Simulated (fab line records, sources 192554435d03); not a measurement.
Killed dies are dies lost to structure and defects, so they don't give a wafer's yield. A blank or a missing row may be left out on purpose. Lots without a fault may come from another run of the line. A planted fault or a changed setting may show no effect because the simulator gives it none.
A struck lot beside a sound one | flow n5_finfet | 16 steps out of a route of 1938
Sound: wafers L313.1, L313.3, L313.4. Struck: wafer L311.4. (L311.6 of the same lot was not struck and is left out.) The cause comes at the end.
At each step with rows: each side's tool, then ch and its chambers, then its first start. Under that, the readings that differ: sound wafers | struck wafers | difference of the means | sigmas: that difference in standard deviations of wafers without a fault.
alike: readings whose means differ by less than 2 such deviations, and words and numbers that are the same on both sides. not compared: withheld readings, readings that some wafer has no value for, bounds like >300 that may hide the same value, and numbers for which the record gives no deviation and whose values overlap.
The two part at a step that has a row with sigmas, a row that says differs or no value, or rows on one side only. Numbers that don't overlap but have no deviation are shown without sigmas and don't part them. A reading that every wafer of one side lacks parts them only if that side has two wafers or more.

first, 5 steps without rows for these wafers: N5_FIN_SAQP_EBR_12; N5_FIN_SAQP_SOFTBAKE_11 (time 60 s); N5_FIN_SAQP_EXPOSE_13 (exposes mask FIN CORE, target cd 35.6 nm); N5_FIN_SAQP_PEB_14 (peb time 60 s); N5_FIN_SAQP_DEVELOP_15 (develop time 30 s).
N5_FIN_SAQP_CD_MEAS_16: target cd 35.6 nm.
  sound on cd_sem-01 ch 0, day 6 17:09; struck on cd_sem-01 ch 0, day 6 04:54
  alike: cd_nm
N5_FIN_SAQP_OVL_MEAS_17:
  sound on overlay-01 ch 0, day 6 17:11; struck on overlay-01 ch 0, day 6 04:56
  alike: FIN_CORE_OVL
N5_FIN_SAQP_INSPECT_18: inspects for defects (brightfield).
  sound on defect_inspect-02, day 6 17:13; struck on defect_inspect-01, day 6 04:58
  alike: raw_defect_count
N5_FIN_SAQP_DESCUM_21: chemistry O2, time 7.9 s.
  sound on rie_diel-05 ch 1,2,3, day 6 17:17; struck on rie_diel-02 ch 1, day 6 05:04
  reading                         | sound             | struck | difference | sigmas
  rf_vpp_V (V)                    | 243.7 243.5 241.7 | 245.5  | +2.5       | +2
  showerhead_plenum_p_Torr (Torr) | 2.08 2.12 2.05    | 2.21   | +0.13      | +2
  alike: drypump_motor_current_A, oes_product_au, throttle_valve_pct
  not compared: rf_hours_counter_h
N5_FIN_SAQP_ETCH_51: etches SiARC in CF4, target depth 45.5 nm, time 75.8 s.
  sound on rie_diel-05 ch 1,2,3, day 6 17:19; struck on rie_diel-02 ch 1, day 6 05:07
  reading                         | sound          | struck | difference | sigmas
  showerhead_plenum_p_Torr (Torr) | 2.14 2.16 2.09 | 2.27   | +0.14      | +2
  alike: drypump_motor_current_A, etch_rf_on_time_s, oes_product_au, rf_vpp_V, throttle_valve_pct
  not compared: rf_hours_counter_h
N5_FIN_SAQP_ETCH_52: etches SOC in N2/H2, target depth 100 nm, overetch 20 nm, time 150 s.
  sound on rie_diel-05 ch 1,2,3, day 6 17:23; struck on rie_diel-02 ch 1, day 6 05:10
  reading                         | sound          | struck | difference | sigmas
  showerhead_plenum_p_Torr (Torr) | 2.54 2.56 2.49 | 2.68   | +0.15      | +2
  alike: drypump_motor_current_A, oes_product_au, rf_vpp_V, throttle_valve_pct
  not compared: rf_hours_counter_h
then, 1 step without rows for these wafers: N5_FIN_SAQP_STRIP_53 (strips in N2/H2).
N5_FIN_SAQP_HM_OPEN_73: chemistry CHF3/O2, target SiO2, stops on a-Si, target depth 12 nm, time 16.8 s.
  sound on rie_diel-05 ch 1,2,3, day 6 17:29; struck on rie_diel-02 ch 1, day 6 05:16
  reading                                     | sound           | struck | difference | sigmas
  showerhead_plenum_p_Torr (Torr)             | 2.41 2.45 2.36  | 2.56   | +0.15      | +2
  model.SiARC_of_FIN_SAQP_COAT_50.thk_nm (nm) | 5.487 5.46 5.15 | 11.63  | +6.26      |
  alike: drypump_motor_current_A, oes_ar_750_au, oes_product_au, rf_vpp_V, throttle_valve_pct
  not compared: rf_hours_counter_h
then, 1 step without rows for these wafers: N5_FIN_SAQP_STRIP_74 (strips in CHF3/O2).
-- the record jumps here: 7 days lie between the struck wafers' starts before and after (it left off in module FIN_SAQP and takes up again in module BEOL_M4, whose first step shown is number 1111 of the route) --
N5_BEOL_M4_RC_MEAS_101:
  sound on prober-02 ch 0, day 13 20:13; struck on prober-02 ch 0, day 13 05:45
  alike: DIBL_N, DIBL_P, IOFF_N, IOFF_P, ION_N, ION_P, SS_N, SS_P, VT_N, VT_P
then, 1 step without rows for these wafers: N5_PASSIVATION_PROBE_49.

WHERE THEY PART
First at N5_FIN_SAQP_DESCUM_21; last, within this record, at N5_FIN_SAQP_HM_OPEN_73. Later steps at which nothing parts them and some readings are alike: N5_BEOL_M4_RC_MEAS_101.

WHY: what the simulator had put in
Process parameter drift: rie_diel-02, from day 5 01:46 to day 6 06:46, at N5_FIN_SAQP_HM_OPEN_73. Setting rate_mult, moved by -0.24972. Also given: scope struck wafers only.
